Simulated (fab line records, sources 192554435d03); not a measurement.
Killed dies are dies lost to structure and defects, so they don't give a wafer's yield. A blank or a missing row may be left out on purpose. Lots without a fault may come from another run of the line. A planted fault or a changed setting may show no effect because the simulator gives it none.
Which tool did it? | flow n5_finfet | 12 lots, 33 wafers sampled, at 5 steps of a route of 1938

WHAT THE GAUGES READ, wafer by wafer
N5_BEOL_M4_RC_MEAS_101. Usual: DIBL_N 36.3 mV/V, standard deviation 1.6; DIBL_P 36.4 mV/V, standard deviation 2.1; IOFF_N 0.16 nA/um, standard deviation 0.032; IOFF_P 0.22 nA/um, standard deviation 0.044; ION_N 675 uA/um, standard deviation 12; ION_P 463 uA/um, standard deviation 8.3; SS_N 71.6 mV/dec, standard deviation 0.64; SS_P 73.3 mV/dec, standard deviation 0.67; VT_N 250 mV, standard deviation 3.3; VT_P -250 mV, standard deviation 3.7.
lot  | measured     | on        | DIBL_N (mV/V)  | DIBL_P (mV/V)  | IOFF_N (nA/um) | IOFF_P (nA/um) | ION_N (uA/um) | ION_P (uA/um) | SS_N (mV/dec)  | SS_P (mV/dec)  | VT_N (mV)   | VT_P (mV)      | flag
L575 | day 9 17:16  | prober-01 | 37.6 35.8 35.0 | 38.7 35.3 35.0 | 0.17 0.13 0.12 | 0.21 0.16 0.16 | 675 672 666   | 462 452 455   | 72.0 71.6 70.9 | 73.9 72.1 72.7 | 248 252 252 | -250 -256 -255 |
L577 | day 10 02:59 | prober-01 | 36.7 36.5 37.5 | 36.5 36.4 37.5 | 0.17 0.16 0.18 | 0.22 0.20 0.22 | 675 664 682   | 470 455 469   | 71.0 71.4 72.1 | 73.9 72.9 74.1 | 248 251 248 | -249 -251 -248 |
L573 | day 10 05:23 | prober-01 | 33.9 35.8 33.8 | 34.4 36.6 33.3 | 0.12 0.16 0.12 | 0.18 0.21 0.17 | 664 683 663   | 454 466 460   | 70.7 71.1 71.6 | 72.0 72.7 72.3 | 254 250 252 | -252 -253 -254 |
L574 | day 10 11:23 | prober-01 | 33.7 33.8 35.0 | 33.5 33.5 35.4 | 0.13 0.12 0.15 | 0.19 0.19 0.22 | 671 659 664   | 471 464 463   | 71.2 71.0 71.5 | 72.6 73.0 72.8 | 252 254 250 | -249 -249 -251 |
L579 | day 10 15:55 | prober-01 | 35.5 35.7 34.7 | 36.4 36.0 34.5 | 0.16 0.15 0.13 | 0.22 0.21 0.18 | 679 668 663   | 465 457 451   | 71.4 71.8 71.7 | 73.5 72.9 73.5 | 248 251 253 | -251 -248 -250 |
L578 | day 10 16:30 | prober-02 | 36.3 35.1 37.4 | 35.5 33.6 36.4 | 0.15 0.13 0.18 | 0.19 0.17 0.21 | 674 667 694   | 463 462 471   | 70.6 70.5 71.2 | 73.7 73.0 72.5 | 251 250 246 | -251 -252 -254 |
L580 | day 11 12:28 | prober-01 | 36.8 36.9 37.2 | 38.9 38.7 40.1 | 0.19 0.19 0.20 | 0.26 0.26 0.29 | 690 682 697   | 472 471 486   | 71.3 71.8 71.9 | 74.1 73.6 74.9 | 249 249 247 | -248 -248 -245 |
L582 | day 11 17:00 | prober-02 | 35.4 37.9 36.7 | 35.7 38.7 37.3 | 0.15 0.21 0.18 | 0.18 0.23 0.20 | 665 697 674   | 457 468 454   | 71.2 71.7 71.2 | 72.8 74.1 73.0 | 251 246 249 | -254 -250 -251 |
L585 | day 12 15:42 | prober-01 | 36.7           | 35.7           | 0.15           | 0.19           | 681           | 456           | 71.4           | 72.4           | 250         | -252           |
L583 | day 12 20:27 | prober-01 | 37.5 38.0      | 36.6 38.8      | 0.17 0.20      | 0.23 0.28      | 674 689       | 463 475       | 71.9 71.8      | 73.4 73.5      | 247 246     | -249 -247      |
L595 | day 15 18:29 | prober-02 | 35.4 34.7 40.7 | 36.1 35.6 41.8 | 0.13 0.13 0.24 | 0.16 0.16 0.26 | 665 662 697   | 456 456 463   | 71.8 71.1 73.0 | 72.6 73.2 74.2 | 254 252 245 | -253 -256 -247 |
L596 | day 16 21:25 | prober-01 | 35.7 37.1 35.8 | 34.9 36.6 35.0 | 0.15 0.17 0.15 | 0.21 0.23 0.21 | 665 670 680   | 459 462 463   | 71.9 72.6 72.4 | 72.9 73.0 72.9 | 250 248 253 | -250 -248 -251 |

WHICH TOOL RAN EACH LOT (tool, then ch and the chambers of the sampled wafers, then the start)
lot  | N5_BEOL_M3_SURFACE_TREAT_85  | N5_BEOL_M3_CVD_47               | N5_BEOL_M3_ANNEAL_80         | N5_BEOL_M3_ANNEAL_82
L575 | pvd_sputter-01, day 8 22:42  | cvd_co-01 ch 0,1, day 8 22:46   | pvd_sputter-01, day 8 23:14  | pvd_sputter-01, day 8 23:27
L577 | pvd_sputter-02, day 9 01:16  | cvd_co-01 ch 1,2, day 9 01:23   | pvd_sputter-02, day 9 02:00  | pvd_sputter-02, day 9 02:13
L573 | pvd_sputter-01, day 9 01:57  | cvd_co-01 ch 1,2, day 9 02:05   | pvd_sputter-03, day 9 03:41  | pvd_sputter-03, day 9 03:54
L574 | pvd_sputter-03, day 9 11:36  | cvd_co-02 ch 0,2, day 9 11:40   | pvd_sputter-03, day 9 12:12  | pvd_sputter-03, day 9 12:25
L579 | pvd_sputter-01, day 9 14:19  | cvd_co-02 ch 0,1,2, day 9 14:24 | pvd_sputter-01, day 9 15:11  | pvd_sputter-01, day 9 15:24
L578 | pvd_sputter-01, day 9 17:03  | cvd_co-01 ch 0,2, day 9 17:07   | pvd_sputter-01, day 9 17:36  | pvd_sputter-01, day 9 17:49
L580 | pvd_sputter-03, day 10 00:13 | cvd_co-01 ch 0,2, day 10 00:30  | pvd_sputter-01, day 10 02:19 | pvd_sputter-01, day 10 02:32
L582 | pvd_sputter-03, day 10 05:32 | cvd_co-01 ch 1,2, day 10 05:38  | pvd_sputter-03, day 10 06:11 | pvd_sputter-03, day 10 06:25
L585 | pvd_sputter-03, day 11 18:34 | cvd_co-01 ch 0, day 11 18:41    | pvd_sputter-03, day 11 19:11 | pvd_sputter-03, day 11 19:24
L583 | pvd_sputter-02, day 12 03:45 | cvd_co-02 ch 2, day 12 03:50    | pvd_sputter-02, day 12 04:17 | pvd_sputter-02, day 12 04:31
L595 | pvd_sputter-03, day 13 21:11 | cvd_co-02 ch 0,1, day 13 21:28  | pvd_sputter-02, day 13 23:03 | pvd_sputter-02, day 13 23:16
L596 | pvd_sputter-02, day 15 05:05 | cvd_co-02 ch 1,2, day 15 05:20  | pvd_sputter-01, day 15 05:56 | pvd_sputter-01, day 15 06:09
- N5_BEOL_M3_SURFACE_TREAT_85
- N5_BEOL_M3_CVD_47: deposits Co from CCTBA/H2, target thk 3 nm, time 223.8 s.
- N5_BEOL_M3_ANNEAL_80: time 240 s.
- N5_BEOL_M3_ANNEAL_82: time 240 s.

WHAT THE TOOLS THEMSELVES READ (means of the sampled wafers that have a number; where no wafer has one, the mark that the record gives instead)
N5_BEOL_M3_CVD_47. Usual: run_length_s 246.6 s, standard deviation 0.62.
lot  | tool      | run_length_s (s) | flag
L575 | cvd_co-01 | 246.0            |
L577 | cvd_co-01 | 246.2            |
L573 | cvd_co-01 | 246.7            |
L574 | cvd_co-02 | 246.5            |
L579 | cvd_co-02 | 246.8            |
L578 | cvd_co-01 | 247.2            |
L580 | cvd_co-01 | 246.8            |
L582 | cvd_co-01 | 244.9            |
L585 | cvd_co-01 | 247.1            |
L583 | cvd_co-02 | 247.2            |
L595 | cvd_co-02 | 246.4            |
L596 | cvd_co-02 | 247.1            |

N5_BEOL_M3_ANNEAL_80. Usual: heater_power_w 837 W, standard deviation 110.
lot  | tool           | heater_power_w (W) | flag
L575 | pvd_sputter-01 | 762                |
L577 | pvd_sputter-02 | 804                |
L573 | pvd_sputter-03 | 850                |
L574 | pvd_sputter-03 | 756                |
L579 | pvd_sputter-01 | 797                |
L578 | pvd_sputter-01 | 828                |
L580 | pvd_sputter-01 | 778                |
L582 | pvd_sputter-03 | 901                |
L585 | pvd_sputter-03 | 1066               |
L583 | pvd_sputter-02 | 943                |
L595 | pvd_sputter-02 | 916                |
L596 | pvd_sputter-01 | 775                |

N5_BEOL_M3_ANNEAL_82. Usual: heater_power_w 841 W, standard deviation 110.
lot  | tool           | heater_power_w (W) | flag
L575 | pvd_sputter-01 | 774                |
L577 | pvd_sputter-02 | 822                |
L573 | pvd_sputter-03 | 855                |
L574 | pvd_sputter-03 | 766                |
L579 | pvd_sputter-01 | 794                |
L578 | pvd_sputter-01 | 827                |
L580 | pvd_sputter-01 | 782                |
L582 | pvd_sputter-03 | 900                |
L585 | pvd_sputter-03 | 1073               |
L583 | pvd_sputter-02 | 946                |
L595 | pvd_sputter-02 | 930                |
L596 | pvd_sputter-01 | 768                |

THE ANSWER, worked out from the rows above alone
Rule: a lot is off if the mean of its wafers that have a number lies more than 3 standard deviations from the usual mean. A lot without any number at a reading at which 4 lots or more have one is off too. The other lots that the step has rows for count as sound. The gauges are gone through in route order, then the tools' own readings, and for those a lot's mean is taken as printed above. The first step at which some lot is off is used, and at that step the reading that is off furthest; a lot without a number counts as furthest.
No lot is off at any reading shown: from this, nothing can be told.

WHAT THE SIMULATOR HAD PUT IN
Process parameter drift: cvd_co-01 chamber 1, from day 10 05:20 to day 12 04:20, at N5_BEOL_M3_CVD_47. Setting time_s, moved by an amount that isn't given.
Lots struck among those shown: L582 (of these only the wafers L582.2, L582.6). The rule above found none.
